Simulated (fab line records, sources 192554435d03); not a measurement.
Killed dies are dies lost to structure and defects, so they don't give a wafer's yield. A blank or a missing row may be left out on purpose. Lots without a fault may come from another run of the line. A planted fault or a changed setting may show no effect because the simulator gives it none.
Which tool did it? | flow n5_finfet | 23 lots, 69 wafers sampled, at 1 step of a route of 1938

WHAT THE GAUGES READ, wafer by wafer
N5_BEOL_M5_OVL_MEAS_12. Usual: M5_OVL 0.0 nm, standard deviation 0.75.
lot  | measured     | on         | M5_OVL (nm)    | flag
L074 | day 8 02:00  | overlay-02 | -0.4 1.0 -0.5  |
L075 | day 8 04:23  | overlay-01 | -0.4 -1.2 -0.6 |
L076 | day 8 14:12  | overlay-01 | 0.3 -0.2 0.6   |
L077 | day 8 18:30  | overlay-02 | 0.7 -0.4 0.7   |
L078 | day 9 03:53  | overlay-01 | -1.4 -1.1 0.1  |
L079 | day 9 04:44  | overlay-02 | 1.0 0.3 -0.2   |
L080 | day 9 11:23  | overlay-02 | -1.1 -0.1 -0.6 |
L082 | day 9 13:56  | overlay-02 | 0.0 1.3 0.8    |
L081 | day 9 15:50  | overlay-01 | 1.1 0.1 0.6    |
L083 | day 9 19:23  | overlay-02 | 0.0 -0.8 -0.3  |
L084 | day 10 14:05 | overlay-02 | 0.2 -0.3 -0.1  |
L086 | day 11 04:42 | overlay-02 | 0.2 -0.3 0.8   |
L085 | day 11 04:49 | overlay-01 | -0.8 0.3 -0.2  |
L087 | day 11 07:52 | overlay-01 | 0.7 0.0 0.6    |
L088 | day 11 09:20 | overlay-01 | 0.3 -0.2 0.8   |
L091 | day 12 03:12 | overlay-02 | 0.9 -0.3 0.6   |
L090 | day 12 04:02 | overlay-02 | 0.1 -1.4 0.0   |
L092 | day 12 06:21 | overlay-02 | -1.6 -1.5 -0.2 |
L093 | day 12 20:20 | overlay-02 | 1.0 0.7 0.6    |
L094 | day 13 02:26 | overlay-02 | 0.5 -1.2 0.3   |
L095 | day 13 04:48 | overlay-02 | -0.1 1.3 1.1   |
L096 | day 13 10:16 | overlay-02 | 0.5 0.5 -0.4   |
L097 | day 13 11:50 | overlay-01 | -0.8 -1.5 -0.9 |

WHICH TOOL RAN EACH LOT (tool, then ch and the chambers of the sampled wafers, then the start)
The record holds no process step before these readings.

WHAT THE TOOLS THEMSELVES READ (means of the sampled wafers that have a number; where no wafer has one, the mark that the record gives instead)
The record holds no such reading with a usual standard deviation.

THE ANSWER, worked out from the rows above alone
Rule: a lot is off if the mean of its wafers that have a number lies more than 3 standard deviations from the usual mean. A lot without any number at a reading at which 4 lots or more have one is off too. The other lots that the step has rows for count as sound. The gauges are gone through in route order, then the tools' own readings, and for those a lot's mean is taken as printed above. The first step at which some lot is off is used, and at that step the reading that is off furthest; a lot without a number counts as furthest.
No lot is off at any reading shown: from this, nothing can be told.

WHAT THE SIMULATOR HAD PUT IN
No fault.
